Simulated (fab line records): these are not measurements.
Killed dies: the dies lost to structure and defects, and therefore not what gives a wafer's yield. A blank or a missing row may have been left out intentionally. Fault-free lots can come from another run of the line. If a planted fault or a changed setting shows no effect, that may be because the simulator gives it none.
Comparing a struck lot with a sound one ; flow nand harc ; 16 out of 1302 route steps
Sound: wafers L809.2, L809.4, L809.6. Struck: wafers L806.1, L806.3, L806.6. At the end, the cause is stated.
Per side, at each step with rows, come the tool, then ch with its chambers, and then its first start. Under that, the readings that differ: sound wafers ; struck wafers ; difference of the means ; sigmas: that difference in standard deviations of wafers without a fault.
alike: readings with means less than 2 such deviations apart, plus words and numbers identical on both sides. not compared: withheld readings, readings lacking a value on some wafer, bounds such as >300 that could conceal the same value, and numbers that have no deviation in the record and whose values overlap.
A row with sigmas, a row that says differs or no value, or rows on one side alone: a step with any of these is where the two part. When numbers do not overlap yet have no deviation, they are printed without sigmas and do not part them. A reading missing from all wafers of one side parts the sides only when that side holds two or more wafers.

NHARC_A_DECK1_JOINT_ETCHBACK_00: etches the open film in HBr, target depth 30 nm, time 17.4 s.
  sound on rie si-03 ch 0,1,2, day 18 14:27; struck on rie si-01 ch 0,2,3, day 17 11:41
  alike: drypump motor current A, oes product au, throttle valve pct
  not compared: rf hours counter h
then, 8 steps without rows for these wafers: NHARC_A_DECK1_JOINT_PRECLEAN_30 (cleans in SC1); NHARC_A_DECK1_JOINT_SRD_31; NHARC_A_DECK1_JOINT_CVD_34 (deposits SiNx, target thk 20 nm); NHARC_A_DECK1_JOINT_DEP_06 (deposits SiOx, target thk 80 nm); NHARC_A_DECK1_JOINT_CURE_26 (time 32 s); NHARC_A_DECK1_JOINT_ANNEAL_27 (time 3600 s); NHARC_A_DECK1_JOINT_ANNEAL_28 (time 1800 s); NHARC_A_DECK1_JOINT_ANNEAL_29 (time 1800 s).
NHARC_A_DECK1_JOINT_CMP_02: polishes SiOx.
  sound on cmp-04 ch 0,1,2, day 19 19:02; struck on cmp-03 ch 0,1,3, day 18 16:17
  alike: motor current A, retaining ring pressure frac, slurry flow ml min
next, for these wafers, 1 step has no rows: NHARC_A_DECK1_JOINT_SRD_15.
NHARC_A_DECK1_JOINT_DEP_16: deposits SiO2, target thk 45 nm.
  sound on pecvd-02 ch 0,1, day 19 19:40; struck on pecvd-03 ch 0,1,2, day 18 16:38
  alike: heater power w, throttle valve pct
NHARC_A_DECK1_JOINT_THK_MEAS_17: measures by ellipsometry.
  sound on film metro-01, day 19 19:57; struck on film metro-02, day 18 16:55
  alike: thk nm
NHARC_A_DECK1_JOINT_INSPECT_05:
  sound on defect inspect-01, day 19 19:59; struck on defect inspect-02, day 18 16:57
reading;sound;struck;difference;sigmas
raw defect count;371 331 451;707 799 662;+338;+3
then, no rows for these wafers at 1 step: NHARC_A_ONON_D2_DEP_00 (target thk 1000 nm).
-- break in the record here, with 12 days between the starts of the struck wafers on either side (left off in module A_ONON_D2, picked up again in module END, where the first step shown is number 1302 on the route) --
NHARC_END_SORT_01:
  here the record holds rows for the struck wafers (prober-02 ch 0, day 30 20:56) but none for the sound ones

WHERE THEY PART
First at NHARC_A_DECK1_JOINT_INSPECT_05; last, within this record, at NHARC_END_SORT_01.

WHY: the cause the simulator had injected
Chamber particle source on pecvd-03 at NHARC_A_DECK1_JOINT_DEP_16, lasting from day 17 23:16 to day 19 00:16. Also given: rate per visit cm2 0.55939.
